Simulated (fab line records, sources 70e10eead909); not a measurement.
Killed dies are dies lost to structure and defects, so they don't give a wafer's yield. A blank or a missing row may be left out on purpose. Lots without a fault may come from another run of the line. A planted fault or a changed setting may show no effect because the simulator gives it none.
Which tool did it? | flow nand_harc | 11 lots, 33 wafers sampled, at 6 steps of a route of 1159

WHAT THE GAUGES READ, wafer by wafer
NHARC_P_M0_CD_MEAS_09: target cd 90 nm. Usual: cd_nm 90.0 nm, standard deviation 0.49.
lot  | measured     | on        | cd_nm (nm)     | flag
L950 | day 5 22:43  | cd_sem-01 | 89.4 89.8 89.9 |
L955 | day 7 04:31  | cd_sem-02 | 89.8 90.3 89.6 |
L959 | day 7 23:11  | cd_sem-01 | 90.1 90.5 90.3 |
L958 | day 8 01:35  | cd_sem-03 | 89.2 89.0 88.9 |
L961 | day 8 12:12  | cd_sem-03 | 90.2 89.7 90.0 |
L964 | day 9 02:04  | cd_sem-01 | 91.9 92.4 91.9 | OFF
L963 | day 9 02:53  | cd_sem-02 | 90.1 90.1 90.2 |
L965 | day 9 18:16  | cd_sem-03 | 89.6 90.2 89.9 |
L966 | day 9 18:44  | cd_sem-03 | 91.9 92.4 91.9 | OFF
L967 | day 10 04:48 | cd_sem-01 | 90.3 90.1 90.7 |
L972 | day 11 07:15 | cd_sem-03 | 92.4 91.5 91.6 | OFF

NHARC_END_SORT_01. Usual: defect_limited_yield 95.7 %, standard deviation 1.5; killed_at_array 26, standard deviation 9.9; killed_at_other 0.8, standard deviation 1; killed_at_periphery 2.8, standard deviation 2.2; killed_dies 29, standard deviation 9.9; killed_open 3.2, standard deviation 1.8; killed_short 2.1, standard deviation 1.4; sort_bin_2_pct 1.3 %, standard deviation 0.54; sort_bin_3_pct 0.23 %, standard deviation 0.2; sort_bin_4_pct 2.8 %, standard deviation 1; sort_n_pass 648, standard deviation 9.9; sort_rim_yield_pct 95 %, standard deviation 3.5; sort_yield_pct 95.7 %, standard deviation 1.5.
lot  | measured     | on        | defect_limited_yield (%) | killed_at_array | killed_at_other | killed_at_periphery | killed_dies | killed_open | killed_short | sort_bin_2_pct (%) | sort_bin_3_pct (%) | sort_bin_4_pct (%) | sort_n_pass | sort_rim_yield_pct (%) | sort_yield_pct (%) | flag
L955 | day 21 09:30 | prober-02 | 97.0 98.1 97.2           | 16 12 15        | 0 0 1           | 4 1 3               | 20 13 19    | 5 4 6       | 0 1 4        | 0.4 1.0 0.6        | 0 0 0.30           | 2.5 0.9 1.9        | 657 664 658 | 99 98 95               | 97.0 98.1 97.2     |
L959 | day 21 18:07 | prober-02 | 96.3 97.3                | 24 16           | 0 1             | 1 1                 | 25 18       | 4 2         | 3 3          | 1.2 1.3            | 0.30 0.15          | 2.2 1.2            | 652 659     | 96 99                  | 96.3 97.3          |
L958 | day 21 11:05 | prober-01 | 92.6 93.4 94.1           | 48 42 35        | 0 1 1           | 2 2 4               | 50 45 40    | 3 3 2       | 3 0 5        | 2.2 1.8 2.5        | 0.59 0.15 0        | 4.6 4.7 3.4        | 627 632 637 | 93 88 92               | 92.6 93.4 94.1     |
L961 | day 22 00:26 | prober-02 | 93.5 95.0 95.0           | 43 30 31        | 0 2 0           | 1 2 3               | 44 34 34    | 3 0 4       | 1 1 0        | 1.5 1.6 2.1        | 0.44 0.15 0.44     | 4.6 3.2 2.5        | 633 643 643 | 94 90 97               | 93.5 95.0 95.0     |
L966 | day 23 02:06 | prober-01 | 96.2                     | 26              | 0               | 0                   | 26          | 0           | 3            | 1.5                | 0.15               | 2.2                | 651         | 94                     | 96.2               |

WHICH TOOL RAN EACH LOT (tool, then ch and the chambers of the sampled wafers, then the start)
lot  | NHARC_P_CONTACT_ETCH_18                      | NHARC_P_M0_EXPOSE_06               | NHARC_P_M0_ETCH_15                            | NHARC_P_M0_STRIP_18
L950 | rie_diel-11 ch 0,1,3, day 5 22:34 or earlier | arfi_scanner-02 ch 0, day 5 22:34  | rie_diel-03 ch 1,2, day 5 23:19 or earlier    | rie_diel-10 ch 0,2, day 5 23:19
L955 | rie_diel-13 ch 0,3, day 7 04:23 or earlier   | arfi_scanner-01 ch 0, day 7 04:23  | rie_diel-10 ch 0,3, day 7 05:07 or earlier    | rie_diel-10 ch 1,3, day 7 05:07
L959 | rie_diel-11 ch 0,1,2, day 7 23:04 or earlier | arfi_scanner-01 ch 0, day 7 23:04  | rie_diel-03 ch 0,1,3, day 7 23:45 or earlier  | rie_diel-10 ch 1,2,3, day 7 23:45
L958 | rie_diel-11 ch 1,2, day 8 01:27 or earlier   | arfi_scanner-01 ch 0, day 8 01:27  | rie_diel-10 ch 0,1,2, day 8 02:11 or earlier  | rie_diel-03 ch 0,1, day 8 02:11
L961 | rie_diel-13 ch 0,3, day 8 12:04 or earlier   | arfi_scanner-02 ch 0, day 8 12:04  | rie_diel-05 ch 1,2, day 8 12:47 or earlier    | rie_diel-03 ch 2,3, day 8 12:47
L964 | rie_diel-13 ch 0,3, day 9 01:55 or earlier   | arfi_scanner-02 ch 0, day 9 01:55  | rie_diel-05 ch 0,2,3, day 9 02:38 or earlier  | rie_diel-03 ch 1,3, day 9 02:38
L963 | rie_diel-02 ch 0,1,3, day 9 02:45 or earlier | arfi_scanner-03 ch 0, day 9 02:45  | rie_diel-10 ch 0,1,2, day 9 03:26 or earlier  | rie_diel-03 ch 0,2,3, day 9 03:26
L965 | rie_diel-11 ch 0,1,2, day 9 18:07 or earlier | arfi_scanner-03 ch 0, day 9 18:07  | rie_diel-10 ch 0,2,3, day 9 18:51 or earlier  | rie_diel-05 ch 0,1,3, day 9 18:51
L966 | rie_diel-13 ch 0,1,2, day 9 18:35 or earlier | arfi_scanner-02 ch 0, day 9 18:35  | rie_diel-10 ch 0,1,3, day 9 19:19 or earlier  | rie_diel-05 ch 1,3, day 9 19:19
L967 | rie_diel-11 ch 0,1, day 10 04:40 or earlier  | arfi_scanner-03 ch 0, day 10 04:40 | rie_diel-10 ch 0,1,3, day 10 05:23 or earlier | rie_diel-10 ch 0,1,2, day 10 05:23
L972 | rie_diel-13 ch 0,2, day 11 07:06 or earlier  | arfi_scanner-02 ch 0, day 11 07:06 | rie_diel-03 ch 0,1,3, day 11 07:49 or earlier | rie_diel-10 ch 0,2,3, day 11 07:49
- NHARC_P_CONTACT_ETCH_18: etches the open film in C4F8/O2/Ar, target depth 481 nm, time 240.5 s.
- NHARC_P_M0_EXPOSE_06: exposes mask P M0, target cd 90 nm.
- NHARC_P_M0_ETCH_15: etches the open film in C4F8/Ar, target depth 150 nm, overetch 15 nm, time 82.5 s.
- NHARC_P_M0_STRIP_18: strips in N2/H2.

WHAT THE TOOLS THEMSELVES READ (means of the sampled wafers that have a number; where no wafer has one, the mark that the record gives instead)
NHARC_P_CONTACT_ETCH_18. Usual: oes_product_au 0.971 a.u., standard deviation 0.013; rf_vpp_V 981 V, standard deviation 5.2.
lot  | tool        | oes_product_au (a.u.) | rf_vpp_V (V) | flag
L950 | rie_diel-11 | 0.973                 | 982          |
L955 | rie_diel-13 | 0.983                 | 982          |
L959 | rie_diel-11 | 0.983                 | 980          |
L958 | rie_diel-11 | 0.977                 | 978          |
L961 | rie_diel-13 | 0.977                 | 978          |
L964 | rie_diel-13 | 0.965                 | 979          |
L963 | rie_diel-02 | 0.973                 | 980          |
L965 | rie_diel-11 | 0.976                 | 980          |
L966 | rie_diel-13 | 0.974                 | 987          |
L967 | rie_diel-11 | 0.981                 | 982          |
L972 | rie_diel-13 | 0.964                 | 987          |

NHARC_P_M0_EXPOSE_06. Usual: exposure_dose_mJ_cm2 81.25, standard deviation 0.077.
lot  | tool            | exposure_dose_mJ_cm2 | flag
L950 | arfi_scanner-02 | 81.34                |
L955 | arfi_scanner-01 | 81.21                |
L959 | arfi_scanner-01 | 81.15                |
L958 | arfi_scanner-01 | 81.26                |
L961 | arfi_scanner-02 | 81.24                |
L964 | arfi_scanner-02 | 84.37                | OFF
L963 | arfi_scanner-03 | 81.33                |
L965 | arfi_scanner-03 | 81.29                |
L966 | arfi_scanner-02 | 83.70                | OFF
L967 | arfi_scanner-03 | 81.23                |
L972 | arfi_scanner-02 | 82.81                | OFF

NHARC_P_M0_ETCH_15. Usual: oes_product_au 0.955 a.u., standard deviation 0.021; rf_vpp_V 440.6 V, standard deviation 2.5.
lot  | tool        | oes_product_au (a.u.) | rf_vpp_V (V) | flag
L950 | rie_diel-03 | 0.969                 | 437.2        |
L955 | rie_diel-10 | 0.963                 | 442.8        |
L959 | rie_diel-03 | 0.932                 | 438.8        |
L958 | rie_diel-10 | 0.974                 | 442.6        |
L961 | rie_diel-05 | 0.979                 | 439.2        |
L964 | rie_diel-05 | 0.970                 | 441.2        |
L963 | rie_diel-10 | 0.957                 | 441.2        |
L965 | rie_diel-10 | 0.920                 | 442.8        |
L966 | rie_diel-10 | 0.949                 | 442.4        |
L967 | rie_diel-10 | 0.967                 | 441.6        |
L972 | rie_diel-03 | 0.975                 | 438.2        |

NHARC_P_M0_STRIP_18. Usual: drypump_motor_current_A 5.6 A, standard deviation 0.44; oes_product_au 1.000 a.u., standard deviation 0.0072; rf_vpp_V 90.7 V, standard deviation 1; showerhead_plenum_p_Torr 2.04 Torr, standard deviation 0.087; throttle_valve_pct 14.170 %, standard deviation 0.0092.
lot  | tool        | drypump_motor_current_A (A) | oes_product_au (a.u.) | rf_vpp_V (V) | showerhead_plenum_p_Torr (Torr) | throttle_valve_pct (%) | flag
L950 | rie_diel-10 | 5.3                         | 0.999                 | 89.9         | 2.08                            | 14.159                 |
L955 | rie_diel-10 | 5.6                         | 1.001                 | 91.7         | 2.12                            | 14.177                 |
L959 | rie_diel-10 | 5.5                         | 1.000                 | 91.1         | 2.12                            | 14.169                 |
L958 | rie_diel-03 | 5.6                         | 1.005                 | 89.5         | 1.95                            | 14.160                 |
L961 | rie_diel-03 | 6.0                         | 1.008                 | 90.0         | 1.96                            | 14.178                 |
L964 | rie_diel-03 | 5.7                         | 0.998                 | 89.6         | 1.97                            | 14.167                 |
L963 | rie_diel-03 | 5.9                         | 1.000                 | 90.9         | 1.95                            | 14.175                 |
L965 | rie_diel-05 | 5.4                         | 0.996                 | 89.9         | 1.97                            | 14.171                 |
L966 | rie_diel-05 | 5.4                         | 1.000                 | 90.1         | 1.96                            | 14.171                 |
L967 | rie_diel-10 | 5.4                         | 0.996                 | 91.9         | 2.08                            | 14.167                 |
L972 | rie_diel-10 | 5.4                         | 1.000                 | 90.3         | 2.11                            | 14.172                 |

THE ANSWER, worked out from the rows above alone
Rule: a lot is off if the mean of its wafers that have a number lies more than 3 standard deviations from the usual mean. A lot without any number at a reading at which 4 lots or more have one is off too. The other lots that the step has rows for count as sound. The gauges are gone through in route order, then the tools' own readings, and for those a lot's mean is taken as printed above. The first step at which some lot is off is used, and at that step the reading that is off furthest; a lot without a number counts as furthest.
Off: L964, L966, L972, at NHARC_P_M0_CD_MEAS_09 (cd_nm).
A tool fits if, at a process step before that reading, it ran every lot that is off, and no sound lot after the first of them. The gauges at NHARC_P_M0_CD_MEAS_09 aren't tried: what is off there is off at NHARC_P_M0_EXPOSE_06 too, on other tools, and a gauge's error can't cause that. NHARC_P_CONTACT_ETCH_18 gives no start for some lots, so the hours and the order of its lots are those of NHARC_P_M0_EXPOSE_06. Can't be told from this: 2 tools fit, rie_diel-13 at NHARC_P_CONTACT_ETCH_18, arfi_scanner-02 at NHARC_P_M0_EXPOSE_06.

WHAT THE SIMULATOR HAD PUT IN
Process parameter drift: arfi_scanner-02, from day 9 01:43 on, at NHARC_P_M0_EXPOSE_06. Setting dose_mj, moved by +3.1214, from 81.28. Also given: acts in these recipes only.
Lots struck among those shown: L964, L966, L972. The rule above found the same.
